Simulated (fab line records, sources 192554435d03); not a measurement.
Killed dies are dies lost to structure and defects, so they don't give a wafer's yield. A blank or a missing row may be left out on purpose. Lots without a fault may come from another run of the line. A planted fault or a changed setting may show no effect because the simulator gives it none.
Problem report in the 8D (eight disciplines) form, filled by code | flow n5_finfet | the parts of the form that need people (team, actions taken, sign-off) are left out

1. THE PROBLEM
RS_PWELL at N5_BEOL_M4_RC_MEAS_101 reads a mean of 3305 ohm/sq on 9 wafers of 3 lots; wafers without a fault read 3007 ohm/sq with a standard deviation of 24. That is +12 standard deviations from the usual mean.
First seen on wafer L609.3, day 11 14:03, on prober-01. The record holds 30 wafers of 10 lots with a number at this step. Rule for "out", or "out of limits": more than 4 standard deviations from the usual mean. The other wafers with a number count as sound.

2. WHAT IT IS AND WHAT IT IS NOT
question                    | is                     | is not
which readings at this step | RS_PWELL               | DIBL_N, DIBL_P, IOFF_N, IOFF_P, ION_N, ION_P, SS_P, VT_N, VT_P
which lots                  | L608, L609, L610       | L596, L597, L599, L600, L606, L607, L611
which wafers of those lots  | all that have a number | -
read on which gauges        | prober-01, prober-02   | -
when                        | from day 11 14:03      | up to then (18 sound wafers); but 3 sound wafers of L611 came after

3. SUSPECTS, AND WHAT RULES EACH OUT
Counting: a tool at a process step up to the reading stays a suspect if it ran every lot that is out and no sound lot after the first of them.
- the gauge at N5_BEOL_M4_RC_MEAS_101: ruled out. The wafers that are out were read on 2 gauges (prober-01, prober-02).
- implanter-02 at N5_WELL_APT_IMPLANT_31: kept. It ran every lot that is out, first L608 (day 4 21:49), and no sound lot after that; its last sound lot up to then is L607 (day 4 15:38). Its own readings are out on those wafers: beam_energy_keV.
Left after counting: implanter-02 at N5_WELL_APT_IMPLANT_31.

4. THE CAUSE (what the simulator had put in)
Process parameter drift: implanter-02, from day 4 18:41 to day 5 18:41, at N5_WELL_APT_IMPLANT_31. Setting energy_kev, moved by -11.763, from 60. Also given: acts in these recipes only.
Counting left only this tool.

5. THE CHAIN OF EFFECTS, in route order
Each row: a reading whose mean over the struck wafers that have a number lies more than 3 standard deviations from the usual. Only readings for which the record gives a usual standard deviation are gone through. hours: the time from each lot's start at the first step in this table that gives one to its start at this step, as a median over the lots. sigmas: the change in usual standard deviations.
hours | step                   | reading         | usual       | on struck wafers | change  | sigmas
0     | N5_WELL_APT_IMPLANT_31 | beam_energy_keV | 59.997      | 48.232           | -11.765 | -99 or more
155   | N5_BEOL_M4_RC_MEAS_101 | RS_PWELL        | 3007 ohm/sq | 3305             | +298    | +12
The process steps in it:
- N5_WELL_APT_IMPLANT_31

6. WHAT WOULD HAVE CAUGHT IT SOONER
In this record the first reading out of limits at a measuring or inspecting step was taken at day 11 14:03, 163 hours after the fault began at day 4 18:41.
The tool's own readings at N5_WELL_APT_IMPLANT_31 were out on every struck wafer that the step has a row for (beam_energy_keV): an alarm limit on them would have fired on the first of those.
All the lots that are out (3) had begun N5_WELL_APT_IMPLANT_31 on implanter-02 by day 11 14:03. A hold on the tool at that time would have spared none of them.
